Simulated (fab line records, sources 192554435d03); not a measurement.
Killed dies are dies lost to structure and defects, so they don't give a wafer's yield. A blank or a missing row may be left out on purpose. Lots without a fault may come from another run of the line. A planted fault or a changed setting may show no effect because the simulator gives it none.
Chamber matching | flow n5_finfet | N5_BEOL_M8_ALD_77 on ald_metal-01: 4 sister chambers
The step deposits TaN, target thk 2 nm, pulse time 2 s, purge time 3 s. 8 wafers are shown with their chamber, then 8 later ones without.

WAFERS WITH THEIR CHAMBER
wafer  | chamber | heater_power_w (W)
L077.4 | 0       | 434
L077.6 | 0       | 457
L081.1 | 2       | 409
L081.6 | 3       | 451
L085.1 | 1       | 404
L085.2 | 2       | 407
L085.6 | 3       | 449
L087.1 | 1       | 411

WAFERS WITHOUT THEIR CHAMBER
wafer  | heater_power_w (W)
L087.5 | 396
L087.6 | 450
L088.1 | 399
L088.2 | 433
L088.3 | 457
L090.2 | 447
L090.3 | 415
L090.6 | 442

WHICH CHAMBER EACH WENT THROUGH
wafer  | from the rows above               | in truth
L087.5 | can't be placed: 1 or 2           | 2
L087.6 | can't be placed: 3 or 0           | 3
L088.1 | can't be placed: 1 or 2           | 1
L088.2 | can't be placed: 0 or 3 or 2 or 1 | 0
L088.3 | can't be placed: 3 or 0           | 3
L090.2 | can't be placed: 0 or 3           | 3
L090.3 | can't be placed: 2 or 1           | 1
L090.6 | can't be placed: 0 or 3           | 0
Placed correctly: 0 of 8. Can't be placed from these rows: 8 (the true chamber is among the candidates in 8). Placed wrongly: 0.
How it was worked out, from the rows above alone: a wafer's distance from a chamber is the root of the sum, over the readings, of the square of ((its reading less the chamber's mean) divided by the reading's scatter). The wafer belongs to the nearest chamber; if the next one is less than 2 further off, it can't be placed. A chamber's mean is the mean of its shown wafers. The scatter: the root of (the sum of the squares of (reading less its chamber's mean) over the shown wafers, divided by (wafers less chambers)).
